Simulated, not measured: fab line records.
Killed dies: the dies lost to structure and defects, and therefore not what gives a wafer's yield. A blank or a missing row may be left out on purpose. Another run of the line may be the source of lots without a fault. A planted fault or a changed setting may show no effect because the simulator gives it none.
fab line records	flow n5_finfet	part 1 of 2: steps 1 to 4 of 6
record lots=24	wafers=72	last_day=18
route steps=1938 shown HKMG_FIN@433 GATE_CUT@468
lots untouched by any fault: they come from a run of this same line in which no faults occurred
start_h: start of the lot's first displayed wafer, in hours after the record's first day	wait_h: hours elapsed since this lot's preceding step	" same as the row above	L1.1+2: a single row standing in for several wafers	- either no value or no given start	* or withheld: withheld	< > ~ a bound
route shown NAME@n: a module of which the file shows steps, and the number in the route of the first	usual: mean and standard deviation over wafers with no fault	same: alike in all rows	chamber/n: place in a boat	sites: each site's reading	_std_site: the values' standard deviation	_edge_site: the outer-site mean with the inner-site mean subtracted	radius_mm: how far each site lies from the wafer's centre	mask NAME#n: copy n	behind: the tool/chamber that last shaped the wafer	hold: what put the lot on hold/how long, in hours/how the hold closed	device: the transistor (n, p or np) that didn't switch	end of line: the tests these same wafers got at the end of their route	where a step has no rows: the recipe by itself	killed: at the first sort, the dies lost to defects and structure; wafer yield is something else	map: a wafer's dies, marking killed ones x, the rest . and places with no die _
set.NAME: the setting that was run; set.NAME@STEP: the one run at that earlier step	model.NAME: the simulator's own value behind a step, which no gauge read
one table for each step of the route and one row for each wafer, over a sample of lots
services: from which hour (start_h, from the record's first day; less than 0 if before it) a tool's chamber was out of use, for how many hours, and why
## steps
# step N5_HKMG_FIN_DESCUM_17
# recipe chemistry=O2	time_s=7.9	source_power_w=50	bias_power_w=20	pressure_mtorr=20	rf_frequency_hz=2.712e+07	temp_c=40	resist=CAR-ArF	o2_flow_sccm=225
# usual drypump_motor_current_A=5.8/0.44	o2_flow_sccm=225.0/0.66	oes_product_au=0.80/0.074	rf_vpp_V=243.4/1.3	showerhead_plenum_p_Torr=2.11/0.059	throttle_valve_pct=20.52/0.2
lot.wafer	tool	chamber	start_h	wait_h	drypump_motor_current_A	o2_flow_sccm	oes_product_au	rf_hours_counter_h	rf_vpp_V	showerhead_plenum_p_Torr	throttle_valve_pct
L074.2	rie_diel-01	1	77.29	0.0	5.3	224.9	0.72	200	245.2	2.18	20.87
L074.3	"	2	"	"	5.2	224.8	0.79	125	241.2	2.03	20.80
L074.6	"	2	"	"	5.2	225.1	0.79	-	242.4	2.03	20.81
L075.3	rie_diel-02	0	86.03	0.0	5.9	225.8	0.93	20	244.5	2.15	20.45
L075.4	"	1	"	"	6.3	224.7	0.72	194	244.3	2.05	20.50
L075.5	"	3	"	"	5.4	225.6	0.76	-	243.3	2.07	20.43
L076.1	rie_diel-02	0	87.15	0.0	5.9	226.0	0.93	20	244.4	2.15	20.46
L076.2	"	3	"	"	5.4	224.9	0.76	136	243.6	2.07	20.43
L076.5	"	0	"	"	5.9	225.0	0.92	-	244.2	2.15	20.45
L077.2	rie_diel-05	0	100.87	0.1	5.9	225.6	0.82	74	243.4	2.12	20.64
L077.4	"	1	"	"	5.7	225.3	0.77	149	243.0	2.12	20.64
L077.5	"	3	"	"	6.3	224.5	0.82	-	243.5	2.09	20.22
L078.2	rie_diel-02	3	103.28	0.0	5.4	225.5	0.75	142	243.2	2.07	20.43
L078.5	"	1	"	"	6.3	225.2	0.72	-	243.1	2.05	20.50
L078.6	"	2	"	"	6.3	224.6	0.66	-	241.1	1.98	20.66
L079.2	rie_diel-01	2	110.96	0.0	5.3	224.8	0.78	134	242.3	2.03	20.81
L079.3	"	1	"	"	5.3	225.1	0.70	210	244.0	2.18	20.89
L079.4	"	1	"	"	5.3	225.2	0.71	-	245.1	2.18	20.90
L080.1	rie_diel-01	2	119.80	0.2	5.3	224.9	0.79	139	241.7	2.03	20.82
L080.2	"	0	"	"	5.1	224.6	0.79	103	242.5	2.10	20.34
L080.6	"	3	"	"	6.1	225.1	0.92	-	242.2	2.14	20.19
L081.2	rie_diel-01	1	120.91	0.0	5.3	225.1	0.71	215	244.2	2.18	20.90
L081.3	"	2	"	"	5.3	224.3	0.78	139	241.1	2.03	20.81
L081.4	"	3	"	"	6.1	225.3	0.92	31	241.7	2.14	20.18
L082.1	rie_diel-05	0	126.44	0.0	5.9	225.7	0.81	83	240.9	2.12	20.65
L082.2	"	3	"	"	6.3	225.4	0.81	101	244.5	2.09	20.22
L082.4	"	1	"	"	5.7	225.0	0.76	157	243.1	2.12	20.64
L083.1	rie_diel-02	3	129.36	0.1	5.4	224.9	0.75	154	243.3	2.07	20.47
L083.2	"	2	"	"	6.3	226.1	0.94	5	245.1	2.24	20.37
L083.5	"	3	"	"	5.4	225.4	0.75	-	242.9	2.07	20.46
L084.1	rie_diel-01	1	138.56	0.0	5.3	226.0	0.71	221	244.7	2.18	20.89
L084.3	"	3	"	"	6.1	225.3	0.92	37	243.7	2.14	20.21
L084.5	"	1	"	"	5.3	225.5	0.71	-	244.2	2.18	20.91
L085.3	rie_diel-05	2	145.24	0.0	5.3	224.0	0.88	50	244.0	2.14	20.46
L085.5	"	0	"	"	5.9	224.5	0.81	-	243.3	2.12	20.66
L085.6	"	3	"	"	6.3	225.1	0.80	-	243.4	2.09	20.25
L086.1	rie_diel-02	2	154.47	0.0	6.3	224.1	0.91	12	246.7	2.24	20.35
L086.4	"	0	"	"	5.9	224.2	0.89	44	243.1	2.14	20.48
L086.5	"	0	"	"	5.9	225.0	0.88	-	242.8	2.14	20.50
L087.1	rie_diel-05	0	159.36	0.0	5.9	224.9	0.80	95	242.8	2.11	20.67
L087.5	"	2	"	"	5.3	224.3	0.87	-	243.1	2.14	20.46
L087.6	"	3	"	"	6.3	225.7	0.80	-	241.9	2.09	20.26
L088.1	rie_diel-05	0	160.87	0.0	5.9	224.5	0.81	95	244.0	2.11	20.66
L088.2	"	1	"	"	5.7	226.4	0.75	169	243.1	2.11	20.67
L088.4	"	3	"	"	6.3	224.7	0.80	113	243.9	2.09	20.27
L089.2	rie_diel-01	2	163.81	0.0	5.3	224.7	0.77	156	240.9	2.02	20.85
L089.4	"	1	"	"	5.3	224.6	0.71	230	243.5	2.17	20.92
L089.5	"	2	"	"	5.2	224.3	0.77	-	242.1	2.02	20.87
L090.1	rie_diel-02	1	169.76	0.0	6.3	225.7	0.71	221	243.4	2.04	20.53
L090.4	"	0	"	"	5.9	225.4	0.88	49	243.2	2.14	20.51
L090.6	"	2	"	"	6.3	225.3	0.90	-	245.1	2.24	20.38
L091.1	rie_diel-05	0	176.25	0.0	5.9	224.4	0.81	101	243.9	2.11	20.69
L091.2	"	3	"	"	6.3	223.9	0.80	118	243.6	2.08	20.27
L091.4	"	2	"	"	5.3	224.8	0.86	63	243.8	2.14	20.48
L092.3	rie_diel-05	3	182.49	0.0	6.3	225.4	0.80	121	245.3	2.08	20.28
L092.5	"	1	"	"	5.7	224.6	0.74	-	244.1	2.11	20.68
L092.6	"	0	"	"	5.9	225.3	0.80	-	243.3	2.11	20.68
L093.4	rie_diel-01	0	189.87	0.0	5.1	223.2	0.76	126	244.3	2.09	20.38
L093.5	"	0	"	"	5.1	224.0	0.76	-	242.5	2.09	20.39
L093.6	"	1	"	"	5.3	224.1	0.69	-	241.8	2.17	20.93
L094.2	rie_diel-02	1	194.49	0.0	6.3	224.0	0.70	231	243.4	2.04	20.53
L094.4	"	0	"	"	5.9	225.7	0.87	57	243.9	2.14	20.50
L094.5	"	0	"	"	5.9	225.4	0.87	-	243.5	2.14	20.50
L095.1	rie_diel-02	1	202.42	0.0	6.3	224.3	0.71	234	242.7	2.04	20.53
L095.3	"	0	"	"	5.9	225.8	0.87	61	245.0	2.14	20.50
L095.6	"	0	"	"	5.9	225.8	0.86	-	244.5	2.14	20.51
L096.1	rie_diel-02	3	213.31	0.2	5.4	225.1	0.72	178	242.0	2.06	20.50
L096.2	"	1	"	"	6.3	224.6	0.70	237	242.9	2.04	20.56
L096.4	"	0	"	"	5.9	224.5	0.86	64	243.6	2.14	20.51
L097.1	rie_diel-02	2	214.49	0.1	6.3	224.7	0.87	33	245.5	2.23	20.41
L097.4	"	3	"	"	5.4	225.1	0.73	178	241.5	2.06	20.50
L097.6	"	3	"	"	5.4	226.1	0.72	-	242.3	2.06	20.51
# step N5_HKMG_FIN_STRIP_34
# recipe chemistry=CF4	resist=SiARC	power_w=300	bias_power_w=75	pressure_mtorr=50	cf4_flow_sccm=150	rf_frequency_hz=6e+07
# usual drypump_motor_current_A=5.8/0.44	oes_product_au=0.78/0.065	rf_vpp_V=271.4/1.3	showerhead_plenum_p_Torr=1.81/0.044	throttle_valve_pct=13.66/0.22
lot.wafer	tool	chamber	start_h	wait_h	drypump_motor_current_A	oes_product_au	rf_hours_counter_h	rf_vpp_V	showerhead_plenum_p_Torr	throttle_valve_pct
L074.2	rie_diel-01	1	77.58	0.0	5.3	0.72	200	272.9	1.84	13.88
L074.3	"	2	"	"	5.3	0.79	125	270.5	1.72	13.76
L074.6	"	2	"	"	5.3	0.79	-	270.0	1.72	13.75
L075.3	rie_diel-02	0	86.31	0.0	5.9	0.90	20	272.7	1.83	13.45
L075.4	"	1	"	"	6.3	0.73	194	270.0	1.78	13.88
L075.5	"	3	"	"	5.4	0.75	-	272.4	1.80	13.74
L076.1	rie_diel-02	0	87.43	0.0	5.9	0.91	21	271.8	1.83	13.45
L076.2	"	3	"	"	5.4	0.75	136	271.4	1.80	13.73
L076.5	"	0	"	"	5.9	0.90	-	272.4	1.83	13.44
L077.2	rie_diel-05	0	101.15	0.0	5.9	0.83	74	272.9	1.84	13.71
L077.4	"	1	"	"	5.7	0.76	149	272.7	1.80	13.66
L077.5	"	3	"	"	6.4	0.81	-	271.3	1.83	13.65
L078.2	rie_diel-02	3	103.56	0.0	5.4	0.74	142	271.1	1.80	13.75
L078.5	"	1	"	"	6.3	0.72	-	270.6	1.78	13.90
L078.6	"	2	"	"	6.3	0.67	-	268.2	1.69	13.84
L079.2	rie_diel-01	2	111.24	0.0	5.2	0.78	134	270.6	1.72	13.76
L079.3	"	1	"	"	5.3	0.71	210	272.6	1.84	13.91
L079.4	"	1	"	"	5.3	0.72	-	272.3	1.84	13.90
L080.1	rie_diel-01	2	120.08	0.0	5.3	0.78	139	268.8	1.72	13.78
L080.2	"	0	"	"	5.1	0.77	103	270.8	1.80	13.52
L080.6	"	3	"	"	6.1	0.89	-	270.4	1.82	13.18
L081.2	rie_diel-01	1	121.20	0.0	5.3	0.71	215	272.2	1.84	13.91
L081.3	"	2	"	"	5.2	0.78	139	270.8	1.72	13.77
L081.4	"	3	"	"	6.1	0.89	31	271.1	1.82	13.19
L082.1	rie_diel-05	0	126.73	0.0	5.9	0.82	83	273.6	1.83	13.74
L082.2	"	3	"	"	6.3	0.80	102	271.4	1.83	13.69
L082.4	"	1	"	"	5.7	0.76	157	272.1	1.79	13.68
L083.1	rie_diel-02	3	129.64	0.0	5.4	0.73	154	272.0	1.80	13.76
L083.2	"	2	"	"	6.3	0.92	5	274.4	1.90	13.30
L083.5	"	3	"	"	5.4	0.73	-	269.6	1.80	13.78
L084.1	rie_diel-01	1	138.84	0.0	5.3	0.71	221	271.5	1.84	13.91
L084.3	"	3	"	"	6.1	0.89	37	272.4	1.82	13.20
L084.5	"	1	"	"	5.3	0.71	-	271.7	1.84	13.92
L085.3	rie_diel-05	2	145.52	0.0	5.3	0.86	51	270.0	1.81	13.43
L085.5	"	0	"	"	5.9	0.81	-	271.4	1.83	13.75
L085.6	"	3	"	"	6.3	0.79	-	271.2	1.82	13.70
L086.1	rie_diel-02	2	154.75	0.0	6.3	0.90	12	275.3	1.90	13.30
L086.4	"	0	"	"	5.9	0.86	44	271.8	1.83	13.51
L086.5	"	0	"	"	5.9	0.85	-	271.0	1.82	13.52
L087.1	rie_diel-05	0	159.64	0.0	5.8	0.80	95	272.7	1.83	13.77
L087.5	"	2	"	"	5.3	0.85	-	272.4	1.81	13.45
L087.6	"	3	"	"	6.3	0.79	-	271.1	1.82	13.71
L088.1	rie_diel-05	0	161.15	0.0	5.9	0.80	96	270.7	1.83	13.78
L088.2	"	1	"	"	5.7	0.75	169	270.5	1.79	13.73
L088.4	"	3	"	"	6.3	0.79	113	272.0	1.82	13.70
L089.2	rie_diel-01	2	164.09	0.0	5.2	0.76	157	269.5	1.71	13.81
L089.4	"	1	"	"	5.3	0.71	231	272.8	1.83	13.94
L089.5	"	2	"	"	5.2	0.77	-	269.2	1.71	13.83
L090.1	rie_diel-02	1	170.04	0.0	6.3	0.71	221	271.1	1.78	13.95
L090.4	"	0	"	"	5.9	0.84	49	270.7	1.82	13.52
L090.6	"	2	"	"	6.3	0.88	-	272.4	1.90	13.32
L091.1	rie_diel-05	0	176.54	0.0	5.9	0.79	101	272.8	1.83	13.78
L091.2	"	3	"	"	6.3	0.78	118	271.3	1.82	13.72
L091.4	"	2	"	"	5.3	0.84	63	272.4	1.81	13.43
L092.3	rie_diel-05	3	182.77	0.0	6.3	0.78	121	270.7	1.82	13.74
L092.5	"	1	"	"	5.7	0.74	-	272.4	1.79	13.73
L092.6	"	0	"	"	5.9	0.79	-	270.9	1.83	13.80
L093.4	rie_diel-01	0	190.15	0.0	5.1	0.75	126	272.2	1.79	13.55
L093.5	"	0	"	"	5.1	0.75	-	271.0	1.79	13.54
L093.6	"	1	"	"	5.3	0.69	-	271.5	1.83	13.97
L094.2	rie_diel-02	1	194.77	0.0	6.3	0.70	231	272.4	1.77	13.96
L094.4	"	0	"	"	5.9	0.84	58	272.3	1.82	13.54
L094.5	"	0	"	"	5.9	0.85	-	271.0	1.82	13.53
L095.1	rie_diel-02	1	202.70	0.0	6.3	0.70	234	270.6	1.77	13.97
L095.3	"	0	"	"	5.9	0.84	61	271.9	1.82	13.55
L095.6	"	0	"	"	5.9	0.84	-	271.4	1.82	13.54
L096.1	rie_diel-02	3	213.59	0.0	5.3	0.71	178	268.7	1.79	13.83
L096.2	"	1	"	"	6.3	0.70	237	271.6	1.77	13.96
L096.4	"	0	"	"	5.9	0.83	64	271.0	1.82	13.56
L097.1	rie_diel-02	2	214.77	0.0	6.3	0.85	34	272.5	1.89	13.35
L097.4	"	3	"	"	5.4	0.72	179	272.0	1.79	13.83
L097.6	"	3	"	"	5.4	0.71	-	271.4	1.79	13.83
# step N5_HKMG_FIN_ALD_72
# recipe material=W	target_thk_a=20	temp_c=300	pressure_torr=7.5	ald_precursor_family=WF6	ald_co_reactant=B2H6	pulse_time_s=1	purge_time_s=2	co_reactant_purge_time_s=2	co_reactant_pulse_time_s=3	ald_cycles=7
# usual heater_power_w=468/49	precursor_pulse_height_rel=1.000/0.019
lot.wafer	tool	chamber	start_h	wait_h	heater_power_w	precursor_pulse_height_rel
L074.2	cvd_w-02	0	80.80	0.2	411	1.032
L074.3	"	0	"	"	409	0.984
L074.6	"	0	"	"	421	0.983
L075.3	cvd_w-02	0	89.69	0.2	411	0.970
L075.4	"	1	"	"	442	1.002
L075.5	"	0	"	"	414	1.008
L076.1	cvd_w-01	0	90.66	0.2	533	0.995
L076.2	"	1	"	"	525	1.024
L076.5	"	1	"	"	525	1.021
L077.2	cvd_w-01	1	104.98	0.2	518	0.995
L077.4	"	1	"	"	493	1.015
L077.5	"	1	"	"	509	0.976
L078.2	cvd_w-02	0	106.95	0.2	401	0.973
L078.5	"	1	"	"	438	1.022
L078.6	"	0	"	"	422	0.980
L079.2	cvd_w-02	0	114.83	0.2	405	0.984
L079.3	"	0	"	"	419	0.969
L079.4	"	1	"	"	445	1.005
L080.1	cvd_w-02	1	123.30	0.2	438	0.979
L080.2	"	0	"	"	413	1.002
L080.6	"	0	"	"	400	0.966
L081.2	cvd_w-01	0	124.47	0.2	541	0.978
L081.3	"	0	"	"	519	0.990
L081.4	"	1	"	"	514	0.972
L082.1	cvd_w-02	1	130.06	0.2	435	1.006
L082.2	"	0	"	"	415	1.008
L082.4	"	1	"	"	453	1.007
L083.1	cvd_w-01	1	132.87	0.2	513	0.979
L083.2	"	0	"	"	525	1.006
L083.5	"	1	"	"	509	0.983
L084.1	cvd_w-01	1	142.05	0.2	503	0.993
L084.3	"	1	"	"	520	1.028
L084.5	"	1	"	"	510	1.009
L085.3	cvd_w-02	1	148.86	0.2	432	1.014
L085.5	"	1	"	"	433	0.993
L085.6	"	0	"	"	425	1.024
L086.1	cvd_w-01	0	158.01	0.2	526	1.016
L086.4	"	0	"	"	524	0.994
L086.5	"	0	"	"	535	1.000
L087.1	cvd_w-02	0	163.26	0.2	420	0.988
L087.5	"	0	"	"	410	1.000
L087.6	"	1	"	"	449	1.040
L088.1	cvd_w-02	1	165.04	0.2	438	0.989
L088.2	"	0	"	"	421	1.018
L088.4	"	0	"	"	414	1.020
L089.2	cvd_w-01	0	167.62	0.2	533	1.002
L089.4	"	1	"	"	501	0.984
L089.5	"	0	"	"	531	1.027
L090.1	cvd_w-01	0	173.26	0.2	533	0.994
L090.4	"	0	"	"	526	0.977
L090.6	"	1	"	"	505	1.020
L091.1	cvd_w-02	0	179.78	0.2	413	0.987
L091.2	"	1	"	"	443	0.991
L091.4	"	1	"	"	449	0.992
L092.3	cvd_w-01	1	186.01	0.2	504	0.990
L092.5	"	1	"	"	516	0.991
L092.6	"	0	"	"	529	0.987
L093.4	cvd_w-02	0	193.39	0.0	412	0.995
L093.5	"	0	"	"	412	1.025
L093.6	"	1	"	"	452	1.000
L094.2	cvd_w-02	0	198.18	0.2	416	1.015
L094.4	"	1	"	"	431	0.988
L094.5	"	1	"	"	435	1.022
L095.1	cvd_w-02	1	205.93	0.2	449	0.978
L095.3	"	0	"	"	406	0.995
L095.6	"	1	"	"	426	1.025
L096.1	cvd_w-01	1	216.91	0.2	523	1.005
L096.2	"	0	"	"	527	0.991
L096.4	"	1	"	"	525	1.032
L097.1	cvd_w-02	1	218.04	0.2	440	0.995
L097.4	"	1	"	"	438	1.018
L097.6	"	1	"	"	455	0.962
# step N5_GATE_CUT_VAPOR_ETCH_60
# recipe chemistry=BCl3/Cl2	target=HfO2	mode=isotropic
# usual drypump_motor_current_A=5.8/0.47	oes_product_au=0.79/0.14
lot.wafer	tool	chamber	start_h	wait_h	drypump_motor_current_A	oes_product_au
L074.2	rie_metal-02	0	82.21	0.1	6.0	0.56
L074.3	"	0	"	"	5.9	0.56
L074.6	"	0	"	"	6.0	0.55
L075.3	rie_metal-01	0	90.84	0.0	6.7	0.97
L075.4	"	1	"	"	5.8	0.87
L075.5	"	1	"	"	5.8	0.86
L076.1	rie_metal-02	0	91.82	0.0	6.0	0.56
L076.2	"	1	"	"	5.0	0.95
L076.5	"	0	"	"	5.9	0.55
L077.2	rie_metal-02	1	106.39	0.1	5.0	0.94
L077.4	"	1	"	"	5.0	0.94
L077.5	"	1	"	"	5.0	0.94
L078.2	rie_metal-03	0	108.10	0.0	5.6	0.65
L078.5	"	1	"	"	5.6	0.78
L078.6	"	0	"	"	5.6	0.64
L079.2	rie_metal-01	1	115.99	0.0	5.8	0.86
L079.3	"	1	"	"	5.8	0.86
L079.4	"	0	"	"	6.7	0.97
L080.1	rie_metal-02	1	124.46	0.0	5.0	0.93
L080.2	"	0	"	"	5.9	0.99
L080.6	"	0	"	"	5.9	0.98
L081.2	rie_metal-03	1	125.62	0.0	5.7	0.78
L081.3	"	1	"	"	5.7	0.78
L081.4	"	0	"	"	5.6	0.64
L082.1	rie_metal-01	0	131.22	0.0	6.7	0.95
L082.2	"	1	"	"	5.8	0.84
L082.4	"	0	"	"	6.7	0.95
L083.1	rie_metal-01	1	134.02	0.0	5.8	0.84
L083.2	"	0	"	"	6.7	0.94
L083.5	"	0	"	"	6.7	0.94
L084.1	rie_metal-03	0	143.34	0.0	5.6	0.63
L084.3	"	0	"	"	5.6	0.63
L084.5	"	0	"	"	5.6	0.64
L085.3	rie_metal-03	1	150.09	0.0	5.6	0.76
L085.5	"	1	"	"	5.6	0.76
L085.6	"	0	"	"	5.6	0.63
L086.1	rie_metal-02	1	159.25	0.0	5.0	0.91
L086.4	"	1	"	"	5.0	0.91
L086.5	"	0	"	"	5.9	0.97
L087.1	rie_metal-02	1	164.42	0.0	5.0	0.91
L087.5	"	0	"	"	6.0	0.96
L087.6	"	1	"	"	5.0	0.91
L088.1	rie_metal-03	0	166.20	0.0	5.6	0.63
L088.2	"	1	"	"	5.6	0.76
L088.4	"	1	"	"	5.6	0.76
L089.2	rie_metal-03	0	168.77	0.0	5.6	0.63
L089.4	"	1	"	"	5.6	0.76
L089.5	"	0	"	"	5.6	0.64
L090.1	rie_metal-03	1	175.60	0.0	5.6	0.76
L090.4	"	1	"	"	5.6	0.76
L090.6	"	0	"	"	5.6	0.62
L091.1	rie_metal-03	1	180.93	0.0	5.6	0.76
L091.2	"	0	"	"	5.6	0.63
L091.4	"	0	"	"	5.6	0.63
L092.3	rie_metal-01	0	187.16	0.0	6.7	0.88
L092.5	"	1	"	"	5.8	0.83
L092.6	"	0	"	"	6.7	0.89
L093.4	rie_metal-03	0	194.80	0.1	5.6	0.62
L093.5	"	0	"	"	5.6	0.62
L093.6	"	0	"	"	5.6	0.62
L094.2	rie_metal-01	0	199.34	0.0	6.7	0.89
L094.4	"	1	"	"	5.8	0.82
L094.5	"	1	"	"	5.8	0.82
L095.1	rie_metal-03	0	207.33	0.1	5.6	0.62
L095.3	"	0	"	"	5.6	0.61
L095.6	"	0	"	"	5.6	0.61
L096.1	rie_metal-02	1	218.07	0.0	5.0	0.88
L096.2	"	0	"	"	5.9	0.91
L096.4	"	1	"	"	5.0	0.88
L097.1	rie_metal-01	0	219.19	0.0	6.7	0.87
L097.4	"	1	"	"	5.8	0.81
L097.6	"	0	"	"	6.7	0.87
